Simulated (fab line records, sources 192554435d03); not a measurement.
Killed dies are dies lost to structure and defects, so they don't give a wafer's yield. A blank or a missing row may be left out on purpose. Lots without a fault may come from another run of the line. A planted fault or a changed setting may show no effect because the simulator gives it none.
A struck lot beside a sound one | flow n5_finfet | 39 steps out of a route of 1938
Sound: wafers L407.3, L407.4, L407.6. Struck: wafer L422.6. (L422.3 of the same lot was not struck and is left out.) The cause comes at the end.
At each step with rows: each side's tool, then ch and its chambers, then its first start. Under that, the readings that differ: sound wafers | struck wafers | difference of the means | sigmas: that difference in standard deviations of wafers without a fault.
alike: readings whose means differ by less than 2 such deviations, and words and numbers that are the same on both sides. not compared: withheld readings, readings that some wafer has no value for, bounds like >300 that may hide the same value, and numbers for which the record gives no deviation and whose values overlap.
The two part at a step that has a row with sigmas, a row that says differs or no value, or rows on one side only. Numbers that don't overlap but have no deviation are shown without sigmas and don't part them. A reading that every wafer of one side lacks parts them only if that side has two wafers or more.

first, 11 steps without rows for these wafers: N5_BEOL_M4_STRIP_65 (strips in N2/H2); N5_BEOL_M4_STRIP_75 (strips in N2/H2); N5_BEOL_M4_STRIP_66 (strips in CF4); N5_BEOL_M4_HM_OPEN_17 (chemistry Cl2/BCl3, target TiN, target depth 20 nm, overetch 6 nm); N5_BEOL_M4_STRIP_19 (strips in O2); N5_BEOL_M4_COAT_67 (time 60 s, resist thk 60 nm); N5_BEOL_M4_COAT_68 (time 60 s, resist thk 12 nm); N5_BEOL_M4_COAT_76 (time 60 s, resist thk 5 nm); N5_BEOL_M4_COAT_22 (resist thk 30 nm); N5_BEOL_M4_EBR_24; N5_BEOL_M4_SOFTBAKE_23 (time 60 s).
N5_BEOL_M4_EXPOSE_25: exposes mask V3, defocus 5 nm.
  sound on euv_scanner-02 ch 0, day 9 05:27; struck on euv_scanner-01 ch 0, day 13 06:40
  reading              | sound          | struck | difference | sigmas
  exposure_dose_mJ_cm2 | 62.8 62.9 63.0 | 63.7   | +0.8       | +2
  alike: mask
then, 2 steps without rows for these wafers: N5_BEOL_M4_PEB_26 (peb time 60 s); N5_BEOL_M4_DEVELOP_27 (develop time 30 s).
N5_BEOL_M4_CD_MEAS_28: target cd 26.2 nm, target cd y 24.1 nm.
  sound on cd_sem-01 ch 0, day 9 05:35; struck on cd_sem-02 ch 0, day 13 06:47
  reading    | sound             | struck | difference | sigmas
  cd_nm (nm) | 26.18 26.36 26.36 | 19.02  | -7.28      | -29
then, 22 steps without rows for these wafers: N5_BEOL_M4_DESCUM_33 (chemistry O2, time 7 s); N5_BEOL_M4_ETCH_77 (etches underlayer in N2/H2, target depth 6.5 nm, time 5.2 s); N5_BEOL_M4_ETCH_69 (etches SiARC in CF4, target depth 15.6 nm, time 26 s); N5_BEOL_M4_ALD_98 (deposits SiO2, target thk 2.5 nm, pulse time 1 s, co reactant pulse time 1 s); N5_BEOL_M4_ETCHBACK_99 (etches SiO2 in CHF3, target depth 5 nm, time 10.4 s); N5_BEOL_M4_ETCH_70 (etches SOC in N2/H2, target depth 80 nm, overetch 24 nm, time 130 s); N5_BEOL_M4_STRIP_71 (strips in N2/H2); N5_BEOL_M4_STRIP_78 (strips in N2/H2); N5_BEOL_M4_VIA_ETCH_34 (etches the open film in C4F6/O2, target depth 69.4 nm, time 65.9 s); N5_BEOL_M4_STRIP_83 (strips in C4F6/O2); N5_BEOL_M4_STRIP_36 (strips in N2/H2); N5_BEOL_M4_TRENCH_ETCH_37 (etches SiOC in C4F6/O2, target depth 55.555 nm, time 29.2 s); N5_BEOL_M4_ETCH_41 (etches SiCN in CH3F/O2, target depth 29.9 nm, time 52.5 s); N5_BEOL_M4_STRIP_97 (strips in N2/H2, time 10 s); N5_BEOL_M4_HM_STRIP_39 (strips TiN in peroxide tin strip, target depth 25 nm, time 158 s); N5_BEOL_M4_SRD_40 (time 30 s); N5_BEOL_M4_PRECLEAN_42 (cleans in residue remover, time 60 s); N5_BEOL_M4_SRD_43 (time 30 s); N5_BEOL_M4_DEGAS_44 (time 60 s); N5_BEOL_M4_PRE_CLEAN_45 (time 30 s); N5_BEOL_M4_ALD_84 (deposits TaN, pulse time 2 s, purge time 3 s, co reactant purge time 2 s); N5_BEOL_M4_SURFACE_TREAT_85.
N5_BEOL_M4_RC_MEAS_101:
  the record has rows for the sound wafers here (prober-01 ch 0, day 9 12:32) and none for the struck ones
-- the record jumps here: 5 days lie between the struck wafers' starts before and after (it left off in module BEOL_M4 and takes up again in module PASSIVATION, whose first step shown is number 1936 of the route) --
N5_PASSIVATION_PROBE_49:
  sound on prober-01, day 13 18:39; struck on prober-01, day 17 20:26
  reading                  | sound | struck | difference | sigmas
  defect_limited_yield (%) | 92.1  | 0      | -92        | -61
  killed_at_M4_up          | 6     | 1102   | +1096      | +99 or more
  killed_at_other          | 9     | 1      | -8         | -2
  killed_dies              | 93    | 1180   | +1087      | +60
  killed_on_rim            | 14    | 152    | +138       | +36
  sort_bin_5_function (%)  | 4.3   | 7.0    | +2.7       | +3
  sort_n_pass              | 1087  | 0      | -1087      | -57
  sort_yield_pct (%)       | 92.1  | 0      | -92        | -58
  alike: killed_at_M0_to_M3, killed_at_contacts, killed_at_front_end, killed_open, killed_short, sort_bin_6_memory, sort_bin_8_speed

WHERE THEY PART
First at N5_BEOL_M4_EXPOSE_25; last, within this record, at N5_PASSIVATION_PROBE_49.

WHY: what the simulator had put in
Process parameter drift: euv_scanner-01, from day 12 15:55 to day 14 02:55, at N5_BEOL_M4_EXPOSE_25. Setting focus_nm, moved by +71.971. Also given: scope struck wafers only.
